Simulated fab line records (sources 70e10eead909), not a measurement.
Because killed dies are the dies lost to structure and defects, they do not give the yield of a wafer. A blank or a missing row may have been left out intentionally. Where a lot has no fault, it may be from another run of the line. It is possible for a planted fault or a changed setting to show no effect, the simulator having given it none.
Which of the tools did it? | flow nand-harc | 19 lots, 57 wafers sampled, at 6 steps of a route of 1159

== WHAT EACH GAUGE READ, for each wafer ==
The record lacks any reading of a measuring or inspecting step that a usual standard deviation could be used to judge.

== TOOL THAT RAN EACH LOT (tool first, then ch and the chambers of the sampled wafers, then the start) ==
lot  | NHARC_A_STAIRCASE_DESCUM_252       | NHARC_A_STAIRCASE_ETCH_292         | NHARC_A_STAIRCASE_ETCH_313         | NHARC_A_STAIRCASE_STRIP_316                   | NHARC_A_STAIRCASE_ETCHBACK_416                | NHARC_A_STAIRCASE_ETCHBACK_422
L078 | rie-diel-13 ch 0,1,2, day 12 01:56 | rie-diel-07 ch 2,3, day 12 07:08   | rie-diel-05 ch 0,1, day 12 14:02   | rie-diel-05 ch 2,3, day 14 10:58 or earlier   | rie-diel-05 ch 0,3, day 14 10:58 or earlier   | rie-diel-13 ch 0,2,3, day 14 10:58
L077 | rie-diel-13 ch 1,2, day 12 03:03   | rie-diel-13 ch 1,2, day 12 07:44   | rie-diel-07 ch 0,1,3, day 12 15:20 | rie-diel-07 ch 1,2, day 14 11:14 or earlier   | rie-diel-07 ch 1,2,3, day 14 11:14 or earlier | rie-diel-07 ch 0,1,3, day 14 11:14
L075 | rie-diel-13 ch 1,3, day 12 04:08   | rie-diel-05 ch 0,1,2, day 12 08:52 | rie-diel-07 ch 0,1,3, day 12 15:54 | rie-diel-07 ch 0,1,2, day 14 10:39 or earlier | rie-diel-07 ch 0,2,3, day 14 10:39 or earlier | rie-diel-13 ch 2,3, day 14 10:39
L079 | rie-diel-07 ch 1,3, day 12 13:11   | rie-diel-07 ch 1,2,3, day 12 17:31 | rie-diel-07 ch 0,1, day 12 22:46   | rie-diel-07 ch 0,3, day 14 20:07 or earlier   | rie-diel-07 ch 1,2,3, day 14 20:07 or earlier | rie-diel-13 ch 0,1,2, day 14 20:07
L082 | rie-diel-07 ch 0,1,2, day 13 11:53 | rie-diel-13 ch 0,3, day 13 17:06   | rie-diel-13 ch 1,3, day 13 23:47   | rie-diel-13 ch 1,2,3, day 15 20:20 or earlier | rie-diel-13 ch 2,3, day 15 20:20 or earlier   | rie-diel-05 ch 0,3, day 15 20:20
L084 | rie-diel-07 ch 0,1,3, day 13 14:44 | rie-diel-13 ch 0,3, day 13 19:06   | rie-diel-07 ch 0,2,3, day 14 00:38 | rie-diel-07 ch 1,2, day 15 20:38 or earlier   | rie-diel-07 ch 1,3, day 15 20:38 or earlier   | rie-diel-13 ch 0,1,2, day 15 20:38
L081 | rie-diel-13 ch 0,1, day 13 15:25   | rie-diel-05 ch 0,2,3, day 13 19:35 | rie-diel-13 ch 1,2, day 14 03:15   | rie-diel-13 ch 0,2, day 16 00:24 or earlier   | rie-diel-13 ch 0,1, day 16 00:24 or earlier   | rie-diel-13 ch 1,2,3, day 16 00:24
L080 | rie-diel-05 ch 1,3, day 13 17:52   | rie-diel-07 ch 0,2,3, day 13 21:41 | rie-diel-07 ch 0,1,3, day 14 04:10 | rie-diel-07 ch 0,1,3, day 16 00:44 or earlier | rie-diel-13 ch 0,1,3, day 16 00:44 or earlier | rie-diel-05 ch 0,2,3, day 16 00:44
L083 | rie-diel-13 ch 0,1, day 13 20:35   | rie-diel-13 ch 0,1,3, day 14 01:27 | rie-diel-05 ch 1,2, day 14 06:43   | rie-diel-13 ch 1,2,3, day 14 09:33            | rie-diel-13 ch 0,3, day 16 00:51 or earlier   | rie-diel-05 ch 2,3, day 16 00:51
L087 | rie-diel-07 ch 1,2,3, day 14 15:07 | rie-diel-07 ch 1,2, day 14 19:19   | rie-diel-13 ch 0,1, day 15 05:05   | rie-diel-13 ch 0,1,2, day 17 04:09 or earlier | rie-diel-13 ch 1,2, day 17 04:09 or earlier   | rie-diel-05 ch 0,2, day 17 04:09
L086 | rie-diel-05 ch 0,2,3, day 14 15:39 | rie-diel-07 ch 0,1,3, day 14 20:49 | rie-diel-13 ch 0,1,3, day 15 07:42 | rie-diel-13 ch 0,1,2, day 17 06:48 or earlier | rie-diel-07 ch 0,3, day 17 06:48 or earlier   | rie-diel-05 ch 0,1, day 17 06:48
L088 | rie-diel-07 ch 1,2,3, day 14 21:16 | rie-diel-07 ch 0,2,3, day 15 06:22 | rie-diel-13 ch 0,1,2, day 15 12:48 | rie-diel-13 ch 0,1,2, day 17 04:52 or earlier | rie-diel-05 ch 1,3, day 17 04:52 or earlier   | rie-diel-07 ch 0,3, day 17 04:52
L085 | rie-diel-13 ch 1,2,3, day 14 21:32 | rie-diel-13 ch 0,2,3, day 15 07:38 | rie-diel-13 ch 0,2,3, day 15 14:49 | rie-diel-13 ch 0,2,3, day 17 06:29 or earlier | rie-diel-05 ch 0,1,3, day 17 06:29 or earlier | rie-diel-13 ch 0,1,2, day 17 06:29
L089 | rie-diel-13 ch 0,1,3, day 15 05:12 | rie-diel-13 ch 1,2,3, day 15 09:49 | rie-diel-05 ch 0,3, day 15 16:38   | rie-diel-05 ch 0,1,3, day 17 06:21 or earlier | rie-diel-05 ch 0,2,3, day 17 06:21 or earlier | rie-diel-05 ch 1,2,3, day 17 06:21
L091 | rie-diel-07 ch 0,1,3, day 15 05:34 | rie-diel-07 ch 0,1,2, day 15 10:28 | rie-diel-13 ch 0,1, day 15 20:16   | rie-diel-13 ch 0,3, day 17 17:22 or earlier   | rie-diel-13 ch 0,2,3, day 17 17:22 or earlier | rie-diel-07 ch 0,1, day 17 17:22
L090 | rie-diel-07 ch 1,2,3, day 15 06:08 | rie-diel-13 ch 1,3, day 15 11:04   | rie-diel-07 ch 0,1, day 15 20:52   | rie-diel-07 ch 0,3, day 17 17:07 or earlier   | rie-diel-13 ch 0,3, day 17 17:07 or earlier   | rie-diel-05 ch 1,2,3, day 17 17:07
L093 | rie-diel-05 ch 1,2,3, day 15 22:33 | rie-diel-05 ch 0,2,3, day 16 03:03 | rie-diel-13 ch 0,2,3, day 16 08:01 | rie-diel-13 ch 1,2,3, day 18 05:21 or earlier | rie-diel-07 ch 0,1,3, day 18 05:21 or earlier | rie-diel-05 ch 1,2,3, day 18 05:21
L095 | rie-diel-05 ch 1,2, day 16 08:42   | rie-diel-13 ch 0,2, day 16 14:30   | rie-diel-13 ch 0,2, day 16 20:53   | rie-diel-13 ch 0,1,2, day 18 15:23 or earlier | rie-diel-13 ch 0,1,2, day 18 15:23 or earlier | rie-diel-13 ch 1,3, day 18 15:23
L096 | rie-diel-07 ch 2,3, day 17 04:38   | rie-diel-05 ch 1,2,3, day 17 10:45 | rie-diel-13 ch 0,2,3, day 17 16:01 | rie-diel-13 ch 0,2, day 19 15:05 or earlier   | rie-diel-05 ch 0,2,3, day 19 15:05 or earlier | rie-diel-13 ch 2,3, day 19 15:05
- NHARC_A_STAIRCASE_DESCUM_252: chemistry O2, time 3 s.
- NHARC_A_STAIRCASE_ETCH_292: etches the open film in CF4/CHF3.
- NHARC_A_STAIRCASE_ETCH_313: etches the open film in CF4/CHF3.
- NHARC_A_STAIRCASE_STRIP_316: strips in O2.
- NHARC_A_STAIRCASE_ETCHBACK_416: etches the open film in C4F8/O2/Ar, target depth 36 nm, time 7.2 s.
- NHARC_A_STAIRCASE_ETCHBACK_422: etches the open film in CH3F/O2, target depth 40 nm, time 74.286 s.

== WHAT THE TOOLS THEMSELVES READ (means of the sampled wafers that have a number; where no wafer has one, the mark that the record gives instead) ==
NHARC_A_STAIRCASE_DESCUM_252. Usual: drypump-motor-current-A 5.6 A, standard deviation 0.6; mfc-ar-sccm 0.002 sccm, standard deviation 0.0033; oes-product-au 0.997 a.u., standard deviation 0.011; rf-vpp-V 57.9 V, standard deviation 0.85; showerhead-plenum-p-Torr 1.94 Torr, standard deviation 0.093; throttle-valve-pct 11.311 %, standard deviation 0.0087.
lot  | tool        | drypump-motor-current-A (A) | mfc-ar-sccm (sccm) | oes-product-au (a.u.) | rf-vpp-V (V) | showerhead-plenum-p-Torr (Torr) | throttle-valve-pct (%) | flag
L078 | rie-diel-13 | 6.0                         | 0.007              | 1.004                 | 57.9         | 1.87                            | 11.314                 |
L077 | rie-diel-13 | 5.9                         | 0.008              | 1.014                 | 57.5         | 1.89                            | 11.310                 |
L075 | rie-diel-13 | 5.4                         | 0.003              | 0.993                 | 58.4         | 1.86                            | 11.310                 |
L079 | rie-diel-07 | 5.0                         | 0.000              | 1.004                 | 57.7         | 1.94                            | 11.318                 |
L082 | rie-diel-07 | 5.5                         | 0.000              | 1.008                 | 57.9         | 1.97                            | 11.309                 |
L084 | rie-diel-07 | 5.0                         | 0.000              | 0.991                 | 58.6         | 1.98                            | 11.313                 |
L081 | rie-diel-13 | 6.0                         | 0.006              | 1.003                 | 57.6         | 1.89                            | 11.311                 |
L080 | rie-diel-05 | 5.9                         | 0.000              | 0.995                 | 58.3         | 1.93                            | 11.299                 |
L083 | rie-diel-13 | 6.2                         | 0.005              | 1.002                 | 58.7         | 1.98                            | 11.299                 |
L087 | rie-diel-07 | 5.5                         | 0.000              | 1.007                 | 57.9         | 1.92                            | 11.311                 |
L086 | rie-diel-05 | 6.3                         | 0.002              | 1.001                 | 58.5         | 1.90                            | 11.313                 |
L088 | rie-diel-07 | 5.5                         | 0.000              | 0.993                 | 57.8         | 1.92                            | 11.310                 |
L085 | rie-diel-13 | 5.6                         | 0.006              | 0.999                 | 57.8         | 1.91                            | 11.303                 |
L089 | rie-diel-13 | 5.8                         | 0.004              | 0.995                 | 57.9         | 1.91                            | 11.317                 |
L091 | rie-diel-07 | 5.0                         | 0.000              | 0.992                 | 57.9         | 1.98                            | 11.314                 |
L090 | rie-diel-07 | 5.5                         | 0.000              | 0.998                 | 58.2         | 1.92                            | 11.309                 |
L093 | rie-diel-05 | 5.9                         | 0.000              | 1.002                 | 57.7         | 1.95                            | 11.298                 |
L095 | rie-diel-05 | 5.6                         | 0.000              | 0.997                 | 58.2         | 2.02                            | 11.308                 |
L096 | rie-diel-07 | 5.6                         | 0.000              | 0.988                 | 57.5         | 1.91                            | 11.313                 |

NHARC_A_STAIRCASE_ETCH_292. Usual: drypump-motor-current-A 5.7 A, standard deviation 0.59; mfc-ar-sccm 0.002 sccm, standard deviation 0.0033; oes-product-au 0.952 a.u., standard deviation 0.022; rf-vpp-V 371.6 V, standard deviation 2.4; showerhead-plenum-p-Torr 1.60 Torr, standard deviation 0.069; throttle-valve-pct 16.803 %, standard deviation 0.0089.
lot  | tool        | drypump-motor-current-A (A) | mfc-ar-sccm (sccm) | oes-product-au (a.u.) | rf-vpp-V (V) | showerhead-plenum-p-Torr (Torr) | throttle-valve-pct (%) | flag
L078 | rie-diel-07 | 5.6                         | 0.000              | 0.968                 | 370.5        | 1.58                            | 16.805                 |
L077 | rie-diel-13 | 5.9                         | 0.008              | 0.978                 | 369.5        | 1.55                            | 16.792                 |
L075 | rie-diel-05 | 5.9                         | 0.002              | 0.920                 | 372.1        | 1.62                            | 16.813                 |
L079 | rie-diel-07 | 5.5                         | 0.000              | 0.975                 | 370.9        | 1.58                            | 16.810                 |
L082 | rie-diel-13 | 6.0                         | 0.002              | 0.963                 | 373.5        | 1.65                            | 16.792                 |
L084 | rie-diel-13 | 5.6                         | 0.001              | 0.955                 | 371.9        | 1.60                            | 16.809                 |
L081 | rie-diel-05 | 6.3                         | 0.002              | 0.963                 | 370.9        | 1.57                            | 16.801                 |
L080 | rie-diel-07 | 5.6                         | 0.000              | 0.977                 | 372.2        | 1.61                            | 16.809                 |
L083 | rie-diel-13 | 5.8                         | 0.004              | 0.923                 | 371.2        | 1.58                            | 16.792                 |
L087 | rie-diel-07 | 6.0                         | 0.000              | 0.945                 | 370.5        | 1.57                            | 16.800                 |
L086 | rie-diel-07 | 5.0                         | 0.000              | 0.945                 | 372.3        | 1.62                            | 16.803                 |
L088 | rie-diel-07 | 5.6                         | 0.000              | 0.922                 | 371.7        | 1.61                            | 16.806                 |
L085 | rie-diel-13 | 5.8                         | 0.004              | 0.934                 | 372.8        | 1.64                            | 16.799                 |
L089 | rie-diel-13 | 5.6                         | 0.006              | 0.930                 | 369.8        | 1.57                            | 16.806                 |
L091 | rie-diel-07 | 5.5                         | 0.000              | 0.946                 | 371.9        | 1.61                            | 16.813                 |
L090 | rie-diel-13 | 5.4                         | 0.003              | 0.962                 | 369.1        | 1.53                            | 16.805                 |
L093 | rie-diel-05 | 6.3                         | 0.002              | 0.965                 | 369.5        | 1.56                            | 16.801                 |
L095 | rie-diel-13 | 6.0                         | 0.007              | 0.969                 | 374.5        | 1.68                            | 16.804                 |
L096 | rie-diel-05 | 5.9                         | 0.000              | 0.978                 | 372.0        | 1.60                            | 16.800                 |

NHARC_A_STAIRCASE_ETCH_313. Usual: drypump-motor-current-A 5.7 A, standard deviation 0.53; mfc-ar-sccm 0.003 sccm, standard deviation 0.0037; oes-product-au 0.935 a.u., standard deviation 0.018; rf-vpp-V 371.4 V, standard deviation 2.8; showerhead-plenum-p-Torr 1.60 Torr, standard deviation 0.081; throttle-valve-pct 16.803 %, standard deviation 0.0093.
lot  | tool        | drypump-motor-current-A (A) | mfc-ar-sccm (sccm) | oes-product-au (a.u.) | rf-vpp-V (V) | showerhead-plenum-p-Torr (Torr) | throttle-valve-pct (%) | flag
L078 | rie-diel-05 | 5.6                         | 0.002              | 0.921                 | 372.4        | 1.64                            | 16.802                 |
L077 | rie-diel-07 | 5.0                         | 0.000              | 0.945                 | 372.3        | 1.63                            | 16.801                 |
L075 | rie-diel-07 | 5.0                         | 0.000              | 0.952                 | 372.6        | 1.63                            | 16.797                 |
L079 | rie-diel-07 | 5.0                         | 0.000              | 0.913                 | 372.2        | 1.63                            | 16.809                 |
L082 | rie-diel-13 | 5.7                         | 0.005              | 0.926                 | 367.4        | 1.50                            | 16.794                 |
L084 | rie-diel-07 | 5.6                         | 0.000              | 0.926                 | 372.0        | 1.61                            | 16.802                 |
L081 | rie-diel-13 | 5.9                         | 0.008              | 0.929                 | 369.9        | 1.55                            | 16.802                 |
L080 | rie-diel-07 | 5.0                         | 0.000              | 0.916                 | 372.9        | 1.63                            | 16.800                 |
L083 | rie-diel-05 | 6.0                         | 0.000              | 0.942                 | 373.1        | 1.63                            | 16.812                 |
L087 | rie-diel-13 | 6.0                         | 0.006              | 0.931                 | 369.6        | 1.55                            | 16.806                 |
L086 | rie-diel-13 | 5.8                         | 0.004              | 0.935                 | 371.3        | 1.57                            | 16.803                 |
L088 | rie-diel-13 | 6.0                         | 0.007              | 0.920                 | 371.6        | 1.62                            | 16.800                 |
L085 | rie-diel-13 | 5.8                         | 0.004              | 0.924                 | 372.7        | 1.64                            | 16.800                 |
L089 | rie-diel-05 | 6.3                         | 0.003              | 0.958                 | 369.2        | 1.54                            | 16.800                 |
L091 | rie-diel-13 | 6.0                         | 0.006              | 0.961                 | 369.4        | 1.55                            | 16.814                 |
L090 | rie-diel-07 | 5.0                         | 0.000              | 0.958                 | 372.0        | 1.63                            | 16.799                 |
L093 | rie-diel-13 | 5.8                         | 0.004              | 0.917                 | 372.4        | 1.64                            | 16.796                 |
L095 | rie-diel-13 | 6.0                         | 0.007              | 0.919                 | 374.3        | 1.68                            | 16.807                 |
L096 | rie-diel-13 | 5.8                         | 0.004              | 0.916                 | 372.6        | 1.63                            | 16.804                 |

NHARC_A_STAIRCASE_STRIP_316. Usual: drypump-motor-current-A 5.7 A, standard deviation 0.53; mfc-ar-sccm 0.003 sccm, standard deviation 0.0038; oes-product-au 0.997 a.u., standard deviation 0.0095; rf-vpp-V 58.0 V, standard deviation 0.93; showerhead-plenum-p-Torr 3.60 Torr, standard deviation 0.17; throttle-valve-pct 17.036 %, standard deviation 0.0086.
lot  | tool        | drypump-motor-current-A (A) | mfc-ar-sccm (sccm) | oes-product-au (a.u.) | rf-vpp-V (V) | showerhead-plenum-p-Torr (Torr) | throttle-valve-pct (%) | flag
L078 | rie-diel-05 | 6.3                         | 0.000              | 0.994                 | 57.7         | 3.50                            | 17.044                 |
L077 | rie-diel-07 | 6.0                         | 0.000              | 1.006                 | 57.6         | 3.53                            | 17.032                 |
L075 | rie-diel-07 | 5.5                         | 0.000              | 0.992                 | 57.4         | 3.63                            | 17.035                 |
L079 | rie-diel-07 | 5.1                         | 0.000              | 0.995                 | 58.8         | 3.72                            | 17.034                 |
L082 | rie-diel-13 | 5.7                         | 0.006              | 1.001                 | 57.4         | 3.53                            | 17.037                 |
L084 | rie-diel-07 | 5.5                         | 0.000              | 0.992                 | 57.9         | 3.55                            | 17.042                 |
L081 | rie-diel-13 | 6.1                         | 0.005              | 0.995                 | 58.4         | 3.79                            | 17.032                 |
L080 | rie-diel-07 | 5.0                         | 0.000              | 0.989                 | 57.8         | 3.65                            | 17.033                 |
L083 | rie-diel-13 | 5.7                         | 0.006              | 0.993                 | 57.6         | 3.52                            | 17.037                 |
L087 | rie-diel-13 | 6.0                         | 0.007              | 1.000                 | 59.2         | 3.63                            | 17.028                 |
L086 | rie-diel-13 | 6.1                         | 0.007              | 1.000                 | 58.1         | 3.62                            | 17.041                 |
L088 | rie-diel-13 | 6.1                         | 0.007              | 0.994                 | 58.5         | 3.62                            | 17.032                 |
L085 | rie-diel-13 | 5.8                         | 0.004              | 0.994                 | 57.8         | 3.67                            | 17.036                 |
L089 | rie-diel-05 | 5.9                         | 0.002              | 0.997                 | 57.7         | 3.56                            | 17.036                 |
L091 | rie-diel-13 | 5.9                         | 0.002              | 0.993                 | 58.2         | 3.68                            | 17.032                 |
L090 | rie-diel-07 | 5.1                         | 0.000              | 1.000                 | 59.4         | 3.70                            | 17.036                 |
L093 | rie-diel-13 | 5.7                         | 0.006              | 0.993                 | 57.4         | 3.51                            | 17.036                 |
L095 | rie-diel-13 | 6.0                         | 0.007              | 0.998                 | 58.1         | 3.62                            | 17.040                 |
L096 | rie-diel-13 | 6.0                         | 0.007              | 0.987                 | 59.0         | 3.75                            | 17.034                 |

NHARC_A_STAIRCASE_ETCHBACK_416. Usual: oes-product-au 0.932 a.u., standard deviation 0.026; rf-vpp-V 725 V, standard deviation 4.7.
lot  | tool        | oes-product-au (a.u.) | rf-vpp-V (V) | flag
L078 | rie-diel-05 | 0.915                 | 721          |
L077 | rie-diel-07 | 0.935                 | 724          |
L075 | rie-diel-07 | 0.927                 | 726          |
L079 | rie-diel-07 | 0.928                 | 723          |
L082 | rie-diel-13 | 0.920                 | 724          |
L084 | rie-diel-07 | 0.926                 | 724          |
L081 | rie-diel-13 | 0.926                 | 722          |
L080 | rie-diel-13 | 0.925                 | 724          |
L083 | rie-diel-13 | 0.917                 | 728          |
L087 | rie-diel-13 | 0.926                 | 721          |
L086 | rie-diel-07 | 0.918                 | 727          |
L088 | rie-diel-05 | 0.997                 | 724          |
L085 | rie-diel-05 | 0.991                 | 724          |
L089 | rie-diel-05 | 0.926                 | 722          |
L091 | rie-diel-13 | 0.921                 | 727          |
L090 | rie-diel-13 | 0.918                 | 727          |
L093 | rie-diel-07 | 0.927                 | 725          |
L095 | rie-diel-13 | 0.917                 | 726          |
L096 | rie-diel-05 | 0.929                 | 722          |

NHARC_A_STAIRCASE_ETCHBACK_422. Usual: drypump-motor-current-A 5.8 A, standard deviation 0.53; mfc-ar-sccm 200.0 sccm, standard deviation 0.61; oes-product-au 0.96 a.u., standard deviation 0.037; rf-vpp-V 244.9 V, standard deviation 1.8; showerhead-plenum-p-Torr 2.49 Torr, standard deviation 0.11; throttle-valve-pct 20.663 %, standard deviation 0.0093.
lot  | tool        | drypump-motor-current-A (A) | mfc-ar-sccm (sccm) | oes-product-au (a.u.) | rf-vpp-V (V) | showerhead-plenum-p-Torr (Torr) | throttle-valve-pct (%) | flag
L078 | rie-diel-13 | 5.8                         | 200.0              | 1.00                  | 245.8        | 2.57                            | 20.656                 |
L077 | rie-diel-07 | 5.0                         | 200.2              | 0.92                  | 245.4        | 2.54                            | 20.656                 |
L075 | rie-diel-13 | 5.6                         | 200.2              | 0.99                  | 245.2        | 2.56                            | 20.656                 |
L079 | rie-diel-13 | 6.0                         | 200.1              | 1.00                  | 245.5        | 2.53                            | 20.671                 |
L082 | rie-diel-05 | 6.3                         | 199.7              | 0.99                  | 243.8        | 2.40                            | 20.659                 |
L084 | rie-diel-13 | 6.0                         | 199.9              | 0.91                  | 245.4        | 2.53                            | 20.665                 |
L081 | rie-diel-13 | 5.7                         | 200.1              | 0.92                  | 244.2        | 2.45                            | 20.657                 |
L080 | rie-diel-05 | 6.3                         | 200.5              | 0.99                  | 243.8        | 2.43                            | 20.668                 |
L083 | rie-diel-05 | 6.3                         | 200.1              | 1.00                  | 243.7        | 2.43                            | 20.658                 |
L087 | rie-diel-05 | 6.3                         | 200.8              | 0.97                  | 244.6        | 2.44                            | 20.657                 |
L086 | rie-diel-05 | 5.9                         | 199.7              | 0.99                  | 244.4        | 2.48                            | 20.657                 |
L088 | rie-diel-07 | 5.1                         | 200.3              | 0.92                  | 246.6        | 2.58                            | 20.668                 |
L085 | rie-diel-13 | 6.0                         | 200.4              | 0.91                  | 245.7        | 2.52                            | 20.664                 |
L089 | rie-diel-05 | 5.9                         | 199.6              | 0.99                  | 244.7        | 2.51                            | 20.666                 |
L091 | rie-diel-07 | 5.0                         | 199.5              | 1.00                  | 246.6        | 2.58                            | 20.656                 |
L090 | rie-diel-05 | 5.9                         | 200.1              | 0.92                  | 245.3        | 2.51                            | 20.662                 |
L093 | rie-diel-05 | 5.9                         | 200.1              | 0.99                  | 245.3        | 2.50                            | 20.660                 |
L095 | rie-diel-13 | 5.7                         | 199.3              | 0.92                  | 242.7        | 2.33                            | 20.669                 |
L096 | rie-diel-13 | 5.6                         | 200.0              | 0.99                  | 244.6        | 2.54                            | 20.669                 |

== THE ANSWER, worked out from the rows above alone ==
Rule: lot off if the mean of its wafers having a number is beyond 3 standard deviations from the usual mean. Also off: a lot with no number at a reading for which 4 or more lots have one. Any other lot the step has rows for is counted as sound. First the gauges in route order, then the tools' own readings, where a lot's mean is used as printed above. At the first step where some lot is off, the reading lying furthest off is the one used; lots without a number count as furthest.
Nothing can be told from this: no lot is off at any reading shown.

== WHAT THE SIMULATOR HAD INSERTED ==
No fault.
